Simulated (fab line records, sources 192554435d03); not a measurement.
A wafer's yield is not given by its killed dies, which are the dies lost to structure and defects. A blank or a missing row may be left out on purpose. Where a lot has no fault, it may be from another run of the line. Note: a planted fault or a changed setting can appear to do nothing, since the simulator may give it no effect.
fab line records | flow n5Finfet
[record] lots = 6 wafers = 18 lastDay = 18
route steps=1938 shown BEOL_M1@801 BEOL_M2@841 PASSIVATION@1936
lots untouched by any fault: they come from a run of this same line in which no faults occurred
startH: the number of hours between the record's first day and the start of the first shown wafer of the lot | waitH: hours elapsed since this lot's preceding step | " unchanged from the row above | L1.1+2: a row that stands for several wafers | - no value present, or no start provided | * or withheld: withheld | < > ~ a bound
route shown NAME@n: NAME is a module with steps in the file, n the number in the route of the first one | usual: average and standard deviation across the fault-free wafers | same: alike in all rows | chamber/n: place in a boat | sites: per-site readings | _std_site: standard deviation of those values | _edge_site: the outer-site mean with the inner-site mean subtracted | radiusMm: how far each site lies from the wafer's centre | mask NAME#n: copy n | behind: the most recent tool/chamber to have shaped the wafer | hold: cause of the lot's hold/its duration in hours/its outcome | device: transistor that didn't switch, given as n, p or np | end of line: tests of these same wafers at the route's end | a step given without rows: its recipe and nothing more | killed: the dies lost at the first sort to structure and to defects; this is not the yield of the wafer | map: the dies of a wafer, with x for killed, . for not killed, _ for no die there
set.NAME: the run value of the setting; set.NAME@STEP: its run value at that earlier step | model.NAME: the simulator's own value behind a step, which no gauge read
a table for each step, a row for each wafer; lots at some steps of the route
services: the hour from which a tool's chamber was out of use, counted from the record's first day as startH (under 0 if before that day), plus the number of hours and why
[[steps]]
[step N5_BEOL_M1_ETCH_41]
[recipe] chemistry = CH3F/O2 target = SiCN targetDepthA = 319 taperDeg = 2 timeS = 57.8 ionEnergyEv = 120 maskMaterial = TiN pressureMtorr = 30 sourceW = 395 biasW = 75 Ar_flow_sccm = 150 CH3F_flow_sccm = 30 O2_flow_sccm = 20
[step N5_BEOL_M1_STRIP_97]
[recipe] chemistry = N2/H2 timeS = 10 powerW = 450 tempC = 40 pressureMtorr = 20 rfFrequencyHz = 6e+07 biasPowerW = 7 n2FlowSccm = 200 h2FlowSccm = 200
[usual] drypumpMotorCurrentA = 5.83/0.26 oesProductAu = 0.77/0.089 rfVppV = 59.1/0.9 showerheadPlenumPTorr = 2.55/0.079 tempC = 39.99/0.11 throttleValvePct = 23.7/0.34
// columns lot.wafer tool chamber startH waitH drypumpMotorCurrentA oesProductAu rfHoursCounterH rfVppV showerheadPlenumPTorr tempC throttleValvePct
L361.1 rieDiel-02 1 - - 6.35 0.74 162 60.7 2.64 39.76 23.5
L361.3 " 0 " " 5.84 0.72 173 59.8 2.42 40.03 23.7
L361.6 " 2 " " 5.47 0.73 - 60.1 2.66 40.12 24.0
L363.1 rieDiel-06 2 - - 5.99 0.73 173 58.9 2.53 40.04 23.5
L363.4 " 1 " " 5.73 0.70 216 59.2 2.64 39.79 23.9
L363.6 " 0 " " 5.88 0.90 - 57.1 2.49 39.86 23.6
L366.1 rieDiel-01 0 - - 5.67 0.89 49 59.6 2.55 39.90 22.9
L366.3 " 3 " " 5.57 0.71 198 59.5 2.51 40.14 23.4
L366.4 " 3 " " 5.58 0.71 - 59.2 2.51 40.11 23.4
L368.3 rieDiel-02 0 - - 5.81 0.72 184 58.1 2.41 40.02 23.7
L368.5 " 1 " " 6.33 0.73 - 60.6 2.64 39.75 23.5
L368.6 " 2 " " 5.47 0.72 - 61.0 2.65 40.01 24.0
L370.2 rieDiel-02 2 - - 5.44 0.71 205 60.0 2.65 40.00 24.0
L370.3 " 0 " " 5.83 0.71 190 59.5 2.41 39.96 23.7
L370.5 " 2 " " 5.46 0.71 - 58.8 2.65 40.02 24.0
L373.1 rieDiel-06 2 - - 6.04 0.72 186 58.5 2.53 39.95 23.5
L373.5 " 0 " " 5.86 0.86 - 58.0 2.48 40.04 23.6
L373.6 " 1 " " 5.74 0.67 - 58.6 2.63 40.15 23.9
[step N5_BEOL_M1_OCD_MEAS_38]
[usual] trenchDepthNm = 55.2/1.1
// columns lot.wafer tool chamber startH waitH trenchDepthNm
L361.1 ocd-01 - 170.98 - 56.1
L361.3 " - " " 54.7
L361.6 " - " " 54.6
L363.1 ocd-01 - 183.97 - 54.7
L363.4 " - " " 55.8
L363.6 " - " " 55.6
L366.1 ocd-01 - 200.70 - 55.6
L366.3 " - " " 54.4
L366.4 " - " " 54.4
L368.3 ocd-01 - 210.36 - 54.1
L368.5 " - " " 56.4
L368.6 " - " " 55.4
L370.2 ocd-01 - 229.07 - 56.4
L370.3 " - " " 54.1
L370.5 " - " " 55.2
L373.1 ocd-01 - 236.59 - 54.5
L373.5 " - " " 54.7
L373.6 " - " " 53.7
[step N5_BEOL_M1_HM_STRIP_39]
[recipe] chemistry = peroxideTinStrip material = TiN targetDepthA = 250 tempC = 50 timeS = 158
[step N5_BEOL_M1_SRD_40]
[recipe] timeS = 30 tempC = 23 rinseLiquid = diw dry = ipaMarangoni
[step N5_BEOL_M1_PRECLEAN_42]
[recipe] chemistry = residueRemover timeS = 60 tempC = 40
[step N5_BEOL_M1_SRD_43]
[recipe] timeS = 30 tempC = 23 rinseLiquid = diw dry = ipaMarangoni
[step N5_BEOL_M1_CD_MEAS_35]
[recipe] targetCdNm = 18 targetCdYNm = 21 polarity = opening
[usual] cdNm = 18.1/0.33
// columns lot.wafer tool chamber startH waitH cdNm
L361.1 cdSem-02 - 171.13 0.0 18.1
L361.3 " - " " 18.3
L361.6 " - " " 17.9
L363.1 cdSem-01 - 184.12 0.0 17.9
L363.4 " - " " 18.0
L363.6 " - " " 18.5
L366.1 cdSem-02 - 200.85 0.0 18.2
L366.3 " - " " 18.5
L366.4 " - " " 18.3
L368.3 cdSem-01 - 210.51 0.0 17.6
L368.5 " - " " 18.1
L368.6 " - " " 18.5
L370.2 cdSem-01 - 229.22 0.0 18.2
L370.3 " - " " 18.5
L370.5 " - " " 18.1
L373.1 cdSem-02 - 236.74 0.0 17.8
L373.5 " - " " 18.3
L373.6 " - " " 17.7
[step N5_BEOL_M1_DEGAS_44]
[recipe] ambient = vacuum tempC = 250 timeS = 60
[step N5_BEOL_M1_PRE_CLEAN_45]
[recipe] gas = H2/He timeS = 30 tempC = 250
[step N5_BEOL_M1_ALD_84]
[recipe] material = TaN targetThkA = * tempC = 275 aldPrecursorFamily = PDMAT aldCoReactant = NH3 pressureTorr = 3 carrierFlowSccm = 1500 pulseTimeS = 2 purgeTimeS = 3 coReactantPurgeTimeS = 2 coReactantPulseTimeS = 3 aldCycles = 30 precursorVesselTempC = 75 precursorVesselPressureTorr = 26.25 precursorVesselCarrierSccm = 1000
[step N5_BEOL_M1_SURFACE_TREAT_85]
[recipe] gas = Ar timeS = * ionEnergyEv = * ionCurrentMaCm2 = 0.5 pressureMtorr = * arFlowSccm = 30
[step N5_BEOL_M1_CVD_47]
[recipe] material = Co targetThkA = 30 tempC = withheld precursor = CCTBA/H2 pressureTorr = 30 timeS = 223.8
// columns lot.wafer tool chamber startH waitH sinceWetCleanH
L361.1 cvdCo-01 0 172.02 0.0 713
L361.3 " 2 " " 254
L361.6 " 2 " " -
L363.1 cvdCo-01 1 184.85 0.2 1164
L363.4 " 1 " " -
L363.6 " 2 " " -
L366.1 cvdCo-02 0 201.72 0.1 962
L366.3 " 0 " " -
L366.4 " 2 " " -
L368.3 cvdCo-02 1 211.32 0.3 43
L368.5 " 0 " " -
L368.6 " 2 " " -
L370.2 cvdCo-02 0 230.40 0.1 990
L370.3 " 1 " " 62
L370.5 " 2 " " -
L373.1 cvdCo-01 0 237.52 0.3 779
L373.5 " 0 " " -
L373.6 " 2 " " -
[step N5_BEOL_M1_SPUTTER_48]
[recipe] material = Cu targetThkA = 45 tempC = -20 chamberPressurePa = 0.07 powerW = withheld timeS = 8.29
[step N5_BEOL_M1_ANNEAL_49]
[recipe] tempC = 400 timeS = 240 ambient = vacuum
[step N5_BEOL_M1_SPUTTER_79]
[recipe] material = Cu targetThkA = 45 tempC = -20 chamberPressurePa = 0.07 powerW = withheld timeS = 8.29
[step N5_BEOL_M1_ANNEAL_80]
[recipe] tempC = 400 timeS = 240 ambient = vacuum
[usual] heaterPowerW = 821/83
// columns lot.wafer tool chamber startH waitH heaterPowerW
L361.1 pvdSputter-02 - 172.48 0.0 872
L361.3 " - " " 706
L361.6 " - " " 841
L363.1 pvdSputter-03 - 185.55 0.0 685
L363.4 " - " " 839
L363.6 " - " " 735
L366.1 pvdSputter-02 - 202.30 0.0 856
L366.3 " - " " 854
L366.4 " - " " 817
L368.3 pvdSputter-02 - 213.04 0.0 884
L368.5 " - " " 715
L368.6 " - " " 866
L370.2 pvdSputter-02 - 231.40 0.0 859
L370.3 " - " " 713
L370.5 " - " " 878
L373.1 pvdSputter-01 - 239.38 0.0 870
L373.5 " - " " 945
L373.6 " - " " 894
[step N5_BEOL_M1_SPUTTER_81]
[recipe] material = Cu targetThkA = 45 tempC = -20 chamberPressurePa = 0.07 powerW = withheld timeS = 8.29
[step N5_BEOL_M1_ANNEAL_82]
[recipe] tempC = 400 timeS = 240 ambient = vacuum
[step N5_BEOL_M1_SPUTTER_86]
[recipe] material = Cu targetThkA = 45 tempC = -20 chamberPressurePa = 0.07 powerW = withheld timeS = 8.29
[step N5_BEOL_M1_ANNEAL_87]
[recipe] tempC = 400 timeS = 240 ambient = vacuum
[step N5_BEOL_M1_SPUTTER_88]
[recipe] material = Cu targetThkA = 45 tempC = -20 chamberPressurePa = 0.07 powerW = withheld timeS = 8.29
[step N5_BEOL_M1_ANNEAL_89]
[recipe] tempC = 400 timeS = 240 ambient = vacuum
[step N5_BEOL_M1_SPUTTER_90]
[recipe] material = Cu targetThkA = 45 tempC = -20 chamberPressurePa = 0.07 powerW = withheld timeS = 8.29
[step N5_BEOL_M1_ANNEAL_91]
[recipe] tempC = 400 timeS = 240 ambient = vacuum
[step N5_BEOL_M1_SPUTTER_92]
[recipe] material = Cu targetThkA = 45 tempC = -20 chamberPressurePa = 0.07 powerW = withheld timeS = 8.29
[step N5_BEOL_M1_ANNEAL_93]
[recipe] tempC = 400 timeS = 240 ambient = vacuum
[step N5_BEOL_M1_SPUTTER_94]
[recipe] material = Cu targetThkA = 45 tempC = -20 chamberPressurePa = 0.07 powerW = withheld timeS = 8.29
[step N5_BEOL_M1_ANNEAL_95]
[recipe] tempC = 400 timeS = 240 ambient = vacuum
[step N5_BEOL_M1_SPUTTER_96]
[recipe] material = Cu targetThkA = 45 tempC = -20 chamberPressurePa = 0.07 powerW = withheld timeS = 8.29
[step N5_BEOL_M1_ECD_50]
[recipe] material = Cu targetThkA = 3000
[step N5_BEOL_M1_ANNEAL_51]
[recipe] tempC = 225 timeS = 90 ambient = N2
[usual] wafer_temp_C_max = 226.4/0.34
// columns lot.wafer tool chamber startH waitH wafer_temp_C_max
L361.1 rtpAnneal-01 0 174.25 0.2 226.2
L361.3 " 0 " " 226.5
L361.6 " 0 " " 226.2
L363.1 rtpAnneal-02 0 187.21 0.1 226.8
L363.4 " 0 " " 226.3
L363.6 " 0 " " 225.9
L366.1 rtpAnneal-02 0 204.03 0.1 227.1
L366.3 " 0 " " 226.5
L366.4 " 0 " " 226.5
L368.3 rtpAnneal-01 0 214.85 0.2 226.9
L368.5 " 0 " " 226.4
L368.6 " 0 " " 226.1
L370.2 rtpAnneal-01 0 233.10 0.1 226.0
L370.3 " 0 " " 226.7
L370.5 " 0 " " 225.9
L373.1 rtpAnneal-01 0 241.03 0.1 226.7
L373.5 " 0 " " 226.2
L373.6 " 0 " " 226.6
[step N5_BEOL_M1_CMP_52]
[recipe] stopOn = SiOC tOverpolishS = 6.8 downForcePsi = 1 platenRpm = 50 clearingPlatenDownForcePsi = 1.5 clearingPlatenRpm = 50 postCmpClean = cuAlkaline targetThkNm = 40 clearingPlatenPadVelocityMS = 0.99484 padVelocityMS = 0.99484
[usual] barrierFieldEndpointS = 24.4/0.54 edgeZonePressureFrac = 1.000/0.005 motorCurrentA = 6.2/0.84 overpolishRunS = 6.800/0.0097 platenRpm = 50.00/0.037 timeToEndpointS = 60.3/2.5
// columns lot.wafer tool chamber startH waitH barrierFieldEndpointS edgeZonePressureFrac motorCurrentA overpolishRunS platenRpm timeToEndpointS
L361.3 cmp-02 2 174.54 0.2 25.5 0.997 6.6 6.804 49.99 63.5
L361.1 " 1 " " 24.5 0.999 6.0 6.815 49.93 61.4
L361.6 " 2 " " 25.1 0.999 6.5 6.808 49.98 65.3
L363.1 cmp-04 2 187.54 0.3 25.3 0.999 5.4 6.791 49.98 66.1
L363.4 " 0 " " 24.5 0.999 5.1 6.806 49.97 63.9
L363.6 " 2 " " 24.6 0.999 5.9 6.793 49.99 59.6
L366.4 cmp-04 0 204.66 0.5 25.0 1.003 5.3 6.780 49.97 61.6
L366.3 " 1 " " 23.9 1.000 5.6 6.792 50.01 57.3
L366.1 " 2 " " 24.0 1.007 5.8 6.801 49.95 58.4
L368.3 cmp-04 3 215.19 0.3 25.0 1.005 5.0 6.805 50.00 58.2
L368.6 " 0 " " 25.6 1.005 5.1 6.803 49.96 59.4
L368.5 " 1 " " 24.4 0.999 5.8 6.811 49.98 57.0
L370.2 cmp-02 1 233.35 0.2 24.3 0.997 5.7 6.805 49.99 57.8
L370.3 " 3 " " 24.7 1.008 7.9 6.822 49.99 60.7
L370.5 " 2 " " 25.3 1.001 6.7 6.802 49.97 62.9
L373.1 cmp-02 0 241.45 0.4 24.1 1.005 6.7 6.802 50.01 55.9
L373.5 " 1 " " 24.4 1.007 5.9 6.812 50.02 57.0
L373.6 " 2 " " 24.2 1.001 6.6 6.797 50.03 60.7
[step N5_BEOL_M1_THK_MEAS_53]
[recipe] thkMeasGauge = xrf reads = Cu_of_BEOL_M1_ECD_50
[usual] M1_THK = 38.3/1.7
// columns lot.wafer tool chamber startH waitH M1_THK[nm]
L361.1 filmMetro-02 - 174.84 - 37.2
L361.3 " - " " 39.8
L361.6 " - " " 41.5
L363.1 filmMetro-02 - 187.80 - 39.3
L363.4 " - " " 42.7
L363.6 " - " " 39.2
L366.1 filmMetro-01 - 204.96 - 35.7
L366.3 " - " " 36.5
L366.4 " - " " 38.2
L368.3 filmMetro-01 - 215.37 - 35.4
L368.5 " - " " 36.7
L368.6 " - " " 36.5
L370.2 filmMetro-01 - 233.64 - 37.8
L370.3 " - " " 38.3
L370.5 " - " " 39.2
L373.1 filmMetro-01 - 241.63 - 36.0
L373.5 " - " " 37.6
L373.6 " - " " 38.0
[step N5_BEOL_M1_PRE_CLEAN_60]
[recipe] gas = NH3/H2 timeS = 15 tempC = * rfPowerW = 300
[step N5_BEOL_M1_CO_CAP_55]
[recipe] material = Co targetThkA = 20 tempC = 200 precursor = CCTBA/H2 pressureTorr = 30 timeS = 102.1
[step N5_BEOL_M1_PRE_CLEAN_56]
[recipe] gas = NH3 timeS = 15 tempC = withheld rfPowerW = 300
[step N5_BEOL_M1_DEP_57]
[recipe] material = SiCN targetThkA = 80 tempC = withheld precursor = 3MS/NH3 pressureTorr = 3 rfW = 202 timeS = 14
[usual] showerheadPlenumPTorr = 3.666/0.015 throttleValvePct = 9.1/0.48
// columns lot.wafer tool chamber startH waitH showerheadPlenumPTorr sinceWetCleanH throttleValvePct
L361.1 pecvd-02 2 175.05 0.0 3.648 487 9.0
L361.3 " 0 " " 3.680 1241 9.4
L361.6 " 2 " " 3.662 - 8.8
L363.1 pecvd-04 0 187.99 0.0 3.654 711 9.1
L363.4 " 1 " " 3.655 - 9.0
L363.6 " 2 " " 3.662 - 9.8
L366.1 pecvd-02 1 205.22 0.0 3.675 1997 9.2
L366.3 " 2 " " 3.657 - 8.9
L366.4 " 1 " " 3.672 - 8.9
L368.3 pecvd-04 0 215.65 0.1 3.655 - 8.9
L368.5 " 0 " " 3.655 - 8.8
L368.6 " 0 " " 3.651 - 9.0
L370.2 pecvd-04 1 233.84 0.0 3.655 1481 9.1
L370.3 " 2 " " 3.646 2 8.9
L370.5 " 1 " " 3.657 - 9.2
L373.1 pecvd-03 0 241.93 0.0 3.676 946 9.7
L373.5 " 2 " " 3.667 - 8.1
L373.6 " 0 " " 3.695 - 9.8
[step N5_BEOL_M1_RS_MEAS_58]
[recipe] thkMeasGauge = four-point-probe reads = Co_of_BEOL_M1_CO_CAP_55+Cu_of_BEOL_M1_ECD_50+Co_of_BEOL_M1_CVD_47+TaN_of_BEOL_M1_ALD_84
[usual] M1_RS = 0.69/0.037
// columns lot.wafer tool chamber startH waitH M1_RS[ohm/sq]
L361.1 filmMetro-01 - 175.11 0.0 0.72
L361.3 " - " " 0.66
L361.6 " - " " 0.63
L363.1 filmMetro-01 - 188.06 0.0 0.68
L363.4 " - " " 0.60
L363.6 " - " " 0.68
L366.1 filmMetro-01 - 205.30 0.1 0.76
L366.3 " - " " 0.73
L366.4 " - " " 0.69
L368.3 filmMetro-01 - 215.76 0.1 0.76
L368.5 " - " " 0.73
L368.6 " - " " 0.73
L370.2 filmMetro-02 - 233.90 0.1 0.71
L370.3 " - " " 0.70
L370.5 " - " " 0.67
L373.1 filmMetro-02 - 242.00 0.0 0.75
L373.5 " - " " 0.70
L373.6 " - " " 0.70
[step N5_BEOL_M2_ILD_DEP_00]
[recipe] material = SiOC targetThkA = 790 tempC = 350 precursor = DEMS/O2 pressureTorr = 5 rfW = 500 timeS = 15.3
[step N5_BEOL_M2_THK_MEAS_01]
[recipe] reads = SiOC_of_BEOL_M2_ILD_DEP_00
[usual] M2_ILD_THK = 79.5/1
// columns lot.wafer tool chamber startH waitH M2_ILD_THK[nm]
L361.1 filmMetro-01 - 175.24 0.0 79.9
L361.3 " - " " 79.6
L361.6 " - " " 81.1
L363.1 filmMetro-01 - 188.21 0.1 78.9
L363.4 " - " " 79.2
L363.6 " - " " 79.1
L366.1 filmMetro-01 - 205.45 0.1 77.8
L366.3 " - " " 78.5
L366.4 " - " " 78.0
L368.3 filmMetro-01 - 215.89 0.1 79.7
L368.5 " - " " 80.1
L368.6 " - " " 80.6
L370.2 filmMetro-02 - 234.03 0.1 79.2
L370.3 " - " " 78.9
L370.5 " - " " 79.9
L373.1 filmMetro-02 - 242.13 0.0 78.8
L373.5 " - " " 78.5
L373.6 " - " " 80.3
[step N5_PASSIVATION_PROBE_49]
[usual] defectLimitedYield = 91.0/1.4 killed_at_M0_to_M3 = 36/10 killed_at_M4_up = 15/5 killedAtContacts = 12/6.1 killedAtFrontEnd = 40/13 killedAtOther = 3.8/2.9 killedDies = 106/16 killedOpen = 68/12 killedShort = 35/8.2 sort_bin_5_function = 5.2/0.9 sort_bin_6_memory = 3.4/0.71 sortNPass = 1073/17 sortYieldPct = 91.0/1.5
[same] grossDies = 1180 killedAtBackSide = 0 sort_bin_4_leakage[%] = 0 sort_bin_8_speed[%] = 0
// columns lot.wafer tool chamber startH waitH defectLimitedYield[%] killed_at_M0_to_M3 killed_at_M4_up killedAtContacts killedAtFrontEnd killedAtOther killedDies killedOpen killedShort sort_bin_5_function[%] sort_bin_6_memory[%] sortNPass sortYieldPct[%]
L363.1 prober-01 - 377.19 0.4 93.0 31 9 16 24 3 83 57 25 3.8 3.0 1097 93.0
L368.5 prober-01 - 392.50 0.2 82.1 150 7 11 39 4 211 62 31 10.0 5.0 969 82.1
L370.2 prober-01 - 433.05 0.3 82.6 147 7 12 34 5 205 62 32 11.9 4.0 975 82.6
L370.3 prober-01 - 433.10 0.4 91.0 39 11 21 33 2 106 74 30 5.4 3.2 1074 91.0
L370.5 prober-01 - 433.20 0.5 90.5 40 19 6 42 5 112 59 48 5.2 4.1 1068 90.5
// killed by level:class
L363.1 MOL_CONTACT_COAG:geometricParticle:open=13 BEOL_M2:geometricParticle:open=8 BEOL_M3:geometricParticle:open=7 BEOL_M0_SAQP:geometricParticle:open=5 BEOL_M0_SAQP:geometricParticle:short=4 STARTING-WAFER:geometricParticle:short=4 FIN_SAQP:geometricParticle:open=3 FIN_SAQP:geometricParticle:short=3
L368.5 BEOL_M1:unspecified=110 BEOL_M0_SAQP:geometricParticle:short=9 BEOL_M2:geometricParticle:open=9 STI_FIN_REVEAL:geometricParticle:open=8 MOL_CONTACT_COAG:geometricParticle:open=8 HKMG_FIN:areaEtch=8 FIN_SAQP:geometricParticle:short=7 BEOL_M3:geometricParticle:open=7
L370.2 BEOL_M1:unspecified=108 BEOL_M1:geometricParticle:open=11 MOL_CONTACT_COAG:geometricParticle:open=10 BEOL_M2:geometricParticle:open=10 FIN_SAQP:geometricParticle:short=8 GATE_CUT:geometricParticle:short=8 BEOL_M3:geometricParticle:open=8 FIN_SAQP:geometricParticle:open=4
L370.3 MOL_CONTACT_COAG:geometricParticle:open=16 STI_FIN_REVEAL:geometricParticle:open=11 BEOL_M2:geometricParticle:open=9 BEOL_M3:geometricParticle:open=9 BEOL_M1:geometricParticle:open=5 GATE_CUT:geometricParticle:short=5 MOL_CONTACT_COAG:geometricParticle:short=5 BEOL_M0_SAQP:geometricParticle:short=5
L370.5 FIN_SAQP:geometricParticle:short=10 BEOL_M0_SAQP:geometricParticle:short=9 BEOL_M4:geometricParticle:open=9 BEOL_M2:geometricParticle:open=8 BEOL_M2:geometricParticle:short=7 STI_FIN_REVEAL:geometricParticle:open=6 BEOL_M0_SAQP:geometricParticle:open=6 BEOL_M3:geometricParticle:open=6
// map L368.5 (x killed, . not)
_________________..x....x....________________
______________.............x...._____________
___________........................__________
__________.....x..................x._________
________x..............x.............._______
_______x..............................x______
______...........................x...x.._____
_____........x.................x.........____
____.......x...............x.x....xx.....x___
___......x.....................x...........__
___.................x.x...........x.x.xx...__
__...........x..............x....xxx.xx..xx._
__.x.......x........x........x..xxxxxxxxxxx._
_..x...x................x.....x.xxxxxxxxxx.xx
_........................x...x.xxxxxxxxxxxx.x
_......x...........x...........xxxxxxxxxxxx..
_...x.....x...................xxxxxxxxxxxxx.x
_........x..x.................x.xxxxxxxxxxx..
_x.x.....x..............x...xx.xxxxxxxxxxxx.x
_...x............................xxxxxxxx.x.x
_.....x..............x.x............xx..x...x
__.....xx..x......x............x...x.x..x..._
__...........x......x.x..x..x...x..........._
___....x......x.....x.......x...........x..__
___........................................__
____x......x....x................x.....x..___
_____..............x.........x...........____
______.x.x.x............xx.............x_____
_______.................x.....x..xx...x______
________.....x.....x........x......x.x_______
__________.......................x.._________
___________..................x.....__________
______________.......xx..x......_____________
_________________...........x________________
// map L370.2 (x killed, . not)
_________________x...........________________
______________.............x...._____________
___________.............xx.x......x__________
__________....x.....x..............._________
________..........x...........xx......_______
_______...................x.....x.x.xx.______
______x.....x..................x........_____
_____.x...x...............x.x............____
____..............x........x......x...x...___
___...x..............................x.....__
___............................x...x.x..x..__
__......................x.......xxxxxxxx..x._
__...x........................xx.xxxxxxxx.x._
_....................x........x..xxxxxxxx..xx
_.........x...........x.......xxxxxxxxxxx.x..
_..............x..x.x.......x....xxxxxxxxxxx.
_.......x..............x....x.xxxxxxxxxxxxxxx
_...............x........x...x..xxxxxxxx.x..x
_...........x.................xxxxxxxxxxx.xxx
_..x.........x................x.xxxxxxxxx....
_...xx.....x...xx............x..x..x.........
__...............x.....x.........x....x.x..._
__..................................x...x..._
___...........x.......x.x..................__
___..........xx.....................x.....x__
____x.......x...x..............x...x...x..___
_____x.....................xx........x..x____
______x.....x..x....x.........x........._____
_______....xx..........................______
________.............x................_______
__________........x...............x._________
___________x.x...xx...............x__________
______________....x......x....x._____________
_________________............________________
[[services]]
// columns tool chamber startH hours kind
pvdSputter-03 - 148.55 9.3 repair
pecvd-04 2 154.70 5.5 scheduledDown
cmp-02 - 160.67 2.1 repair
rieDiel-02 - 174.85 0.5 repair
rieDiel-01 2 175.04 8.4 repair
rieDiel-02 1 176.31 7.1 repair
rieDiel-02 0 177.64 1.8 repair
cvdCo-02 0 182.36 12.1 repair
cvdCo-02 1 191.54 13.6 repair
rieDiel-01 2 193.75 29.0 repair
cmp-02 - 202.26 3.5 pm
pecvd-04 2 202.38 - clean
pecvd-04 2 202.38 - consumableReplace:showerhead
pecvd-04 2 202.38 29.0 scheduledDown
pecvd-04 2 202.38 29.0 ventCycle
pecvd-02 0 203.83 5.4 repair
pecvd-04 1 208.68 11.0 repair
cmp-04 - 220.73 0.5 repair
cvdCo-01 - 221.68 4.6 repair
pecvd-04 1 225.93 2.8 repair
cmp-04 - 227.11 4.6 pm
cmp-04 - 234.31 3.4 repair
pecvd-04 - 238.23 6.0 pm
pecvd-02 - 241.79 2.8 pm
[[key]]
[firstSign] step = N5_PASSIVATION_PROBE_49 reading = killed_at_M0_to_M3 direction = up sigmas = 11 usual = 36 struck = 148
[effect] step = N5_PASSIVATION_PROBE_49 reading = defectLimitedYield direction = down sigmas = 6.2 usual = 91.0 struck = 82.4
[moreKillsBornAt] N5_BEOL_M1_CVD_47@cvdCo-02 = 218
metAt N5_BEOL_M1_CVD_47
struckWafers L368.5,L370.2
onsetBetween 201.72 211.32
[fault] kind = chamberParticleSource tool = cvdCo-02 chamber = 0 onsetH = 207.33 steps = N5_BEOL_M1_CVD_47 ratePerVisitCm2 = 0.71266
